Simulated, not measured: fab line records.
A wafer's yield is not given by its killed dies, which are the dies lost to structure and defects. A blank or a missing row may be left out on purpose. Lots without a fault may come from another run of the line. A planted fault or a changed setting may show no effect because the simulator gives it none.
A lot that was struck, set against a sound lot    flow n5Finfet    15 steps out of a route of 1938
Sound: wafers L918.1, L918.3, L918.5. The struck wafers were L933.2, L933.5, L933.6. Last of all comes the cause.
Per side, at each step with rows, come the tool, then ch with its chambers, and then its first start. Under that, the readings that differ: sound wafers    struck wafers    difference of the means    sigmas: that difference in standard deviations of wafers without a fault.
alike: a reading whose means differ by less than 2 such deviations, as well as words and numbers matching on both sides. not compared: withheld readings; readings where some wafer has no value; bounds like >300 that might hide an equal value; numbers whose values overlap and for which the record gives no deviation.
Wherever a step has rows on one side only, a row that says differs or no value, or a row with sigmas, the two part there. Numbers that don't overlap but have no deviation are shown without sigmas and don't part them. A reading missing from all wafers of one side parts the sides only when that side holds two or more wafers.

first, 8 steps without rows for these wafers: N5_BEOL_M13_COAT_66 (time 60 s, resist thk 110 nm); N5_BEOL_M13_COAT_22 (resist thk 300 nm); N5_BEOL_M13_EBR_24; N5_BEOL_M13_SOFTBAKE_23 (time 60 s); N5_BEOL_M13_EXPOSE_25 (exposes mask M13, target cd 210 nm); N5_BEOL_M13_PEB_26 (peb time 90 s); N5_BEOL_M13_DEVELOP_27 (develop time 45 s); N5_BEOL_M13_HARDBAKE_32 (time 120 s).
N5_BEOL_M13_CD_MEAS_28 targets a cd of 209.5 nm.
  sound on cdSem-02 ch 0, day 11 05:25; struck on cdSem-02 ch 0, day 14 15:56
  alike: cdNm
N5_BEOL_M13_OVL_MEAS_29:
  sound on overlay-01 ch 0, day 11 05:26; struck on overlay-02 ch 0, day 14 15:57
  alike: M13_OVL
N5_BEOL_M13_INSPECT_30: inspects for defects (macro).
  struck on defectInspect-01, day 14 15:59; sound on defectInspect-01, day 11 05:28
  alike: rawDefectCount
N5_BEOL_M13_DESCUM_33: chemistry O2, time 7.9 s.
  sound on rieDiel-04 ch 0,1, day 11 05:30; struck on rieDiel-02 ch 0,1,3, day 14 16:01
  alike: drypumpMotorCurrentA, oesProductAu, rfVppV, showerheadPlenumPTorr, throttleValvePct
  not compared: rfHoursCounterH
N5_BEOL_M13_ETCH_67: etches SiARC in CF4, target depth 143 nm, time 238.3 s.
  sound on rieDiel-04 ch 0,1, day 11 05:32; struck on rieDiel-02 ch 0,1,3, day 14 16:03
reading               sound                struck                difference  sigmas
cf4FlowSccm (sccm)    100.44 99.86 100.08  129.81 130.27 129.64  +29.78      +99 or more
etchRfOnTimeS (s)     241 242 240          228 230 234           -10         -2
throttleValvePct (%)  15.98 15.57 15.59    16.46 16.32 17.07     +0.90       +3
  alike: drypumpMotorCurrentA, mfcArSccm, oesProductAu, rfVppV, showerheadPlenumPTorr
  not compared: rfHoursCounterH
N5_BEOL_M13_ETCH_68: etches SOC in N2/H2, time 355 s.
  sound on rieDiel-04 ch 0,1, day 11 05:41; struck on rieDiel-02 ch 0,1,3, day 14 16:11
  alike: drypumpMotorCurrentA, oesProductAu, rfVppV, showerheadPlenumPTorr, throttleValvePct
  not compared: rfHoursCounterH
N5_PASSIVATION_PROBE_49:
  struck on prober-02, day 16 02:49; sound on prober-01, day 12 17:42
  alike: defectLimitedYield, killed_at_M0_to_M3, killed_at_M4_up, killedAtContacts, killedAtFrontEnd, killedAtOther, killedDies, killedOpen, killedShort, sort_bin_5_function, sort_bin_6_memory, sortNPass, sortYieldPct

WHERE THEY PART
Within this record, at N5_BEOL_M13_ETCH_67 only. Later steps at which nothing parts them and some readings are alike: N5_BEOL_M13_ETCH_68, N5_PASSIVATION_PROBE_49.

WHY: what the simulator had put in
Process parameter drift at N5_BEOL_M13_ETCH_67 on rieDiel-02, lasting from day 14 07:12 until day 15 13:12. Setting cf4FlowSccm shifted by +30 from 100. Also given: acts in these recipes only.
